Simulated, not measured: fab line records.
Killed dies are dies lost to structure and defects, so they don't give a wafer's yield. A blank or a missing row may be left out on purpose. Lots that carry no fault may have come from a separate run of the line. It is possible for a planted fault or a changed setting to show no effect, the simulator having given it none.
A lot that was struck, set against a sound lot :: flow nand-harc :: 15 out of 1159 route steps
Sound: the wafers L638.3, L638.5, L638.6. Struck: wafers L647.3, L647.6. (L647.5 of the same lot was not struck and is left out.) The cause comes at the end.
Per side, at each step with rows, come the tool, then ch with its chambers, and then its first start. Under that, the readings that differ: sound wafers :: struck wafers :: difference of the means :: sigmas: that difference in standard deviations of wafers without a fault.
alike: same words and numbers on both sides, and readings whose means sit less than 2 such deviations apart. not compared: any withheld reading, any reading some wafer has no value for, any bound like >300 that may hide the same value, and any number with overlapping values for which the record gives no deviation.
Wherever a step has rows on one side only, a row that says differs or no value, or a row with sigmas, the two part there. Numbers that don't overlap but have no deviation are shown without sigmas and don't part them. A reading missing from all wafers of one side parts the sides only when that side holds two or more wafers.

first, 7 steps without rows for these wafers: NHARC_A_BONDPAD_COAT_33 (time 65 s); NHARC_A_BONDPAD_COAT_03 (resist thk 600 nm); NHARC_A_BONDPAD_SOFTBAKE_04 (time 70 s); NHARC_A_BONDPAD_EBR_05; NHARC_A_BONDPAD_EXPOSE_06 (exposes mask A BPAD); NHARC_A_BONDPAD_PEB_07 (peb time 80 s); NHARC_A_BONDPAD_DEVELOP_08 (time 50 s).
NHARC_A_BONDPAD_CD_MEAS_09: target cd 500 nm.
  sound on cd-sem-02 ch 0, day 19 15:10; struck on cd-sem-03 ch 0, day 21 22:19
  alike: cd-nm
NHARC_A_BONDPAD_OVL_MEAS_35:
  struck on overlay-02, day 21 22:23; sound on overlay-02, day 19 15:14
reading: overlay-x-nm (nm)
sound: 11 10 10
struck: -4 -4
difference: -14
sigmas: -3
  alike: overlay-y-nm
then, 1 step without rows for these wafers: NHARC_A_BONDPAD_HARDBAKE_10 (time 65 s).
NHARC_A_BONDPAD_DESCUM_11: chemistry O2, time 3 s.
  sound on rie-diel-12 ch 1,2, day 19 15:22; struck on rie-diel-12 ch 2,3, day 21 22:31
  alike: chamber-pressure-mTorr, drypump-motor-current-A, oes-product-au, rf-vpp-V, showerhead-plenum-p-Torr, throttle-valve-pct
  not compared: rf-hours-counter-h
NHARC_A_BONDPAD_ETCH_34: etches the open film in N2/H2, target depth 60 nm, overetch 18 nm, time 65.91 s.
  sound on rie-diel-12 ch 0,3, day 19 15:27; struck on rie-diel-12 ch 1,2, day 21 22:37
  alike: chamber-pressure-mTorr, drypump-motor-current-A, oes-product-au, rf-fwd-power-W, rf-vpp-V, showerhead-plenum-p-Torr, throttle-valve-pct
  not compared: rf-hours-counter-h
NHARC_A_BONDPAD_ETCH_12: etches the open film in CHF3/O2, target depth 220 nm, time 110 s.
  sound on rie-diel-12 ch 1,2, day 19 15:32; struck on rie-diel-12 ch 3, day 21 22:42
reading: drypump-motor-current-A (A)
sound: 6.6 6.6 6.3
struck: 5.3 5.3
difference: -1.2
sigmas: -2

reading: oes-product-au (a.u.)
sound: 0.922 0.919 0.920
struck: 0.710 0.708
difference: -0.211
sigmas: -10

reading: rf-fwd-power-W (W)
sound: 496.2 497.0 500.3
struck: 298.2 298.2
difference: -199.6
sigmas: -99 or more
  alike: chamber-pressure-mTorr, rf-vpp-V, showerhead-plenum-p-Torr, throttle-valve-pct
  not compared: rf-hours-counter-h
NHARC_A_BONDPAD_CD_MEAS_13:
  struck on cd-sem-01, day 21 22:50; sound on cd-sem-01, day 19 15:41
  alike: cd-nm
NHARC_END_SORT_01:
  here the record holds rows for the struck wafers (prober-02 ch 0, day 23 03:20) but none for the sound ones

== WHERE THEY PART ==
At NHARC_A_BONDPAD_OVL_MEAS_35 first; at NHARC_END_SORT_01 last (within this record only).

WHY: the cause the simulator had injected
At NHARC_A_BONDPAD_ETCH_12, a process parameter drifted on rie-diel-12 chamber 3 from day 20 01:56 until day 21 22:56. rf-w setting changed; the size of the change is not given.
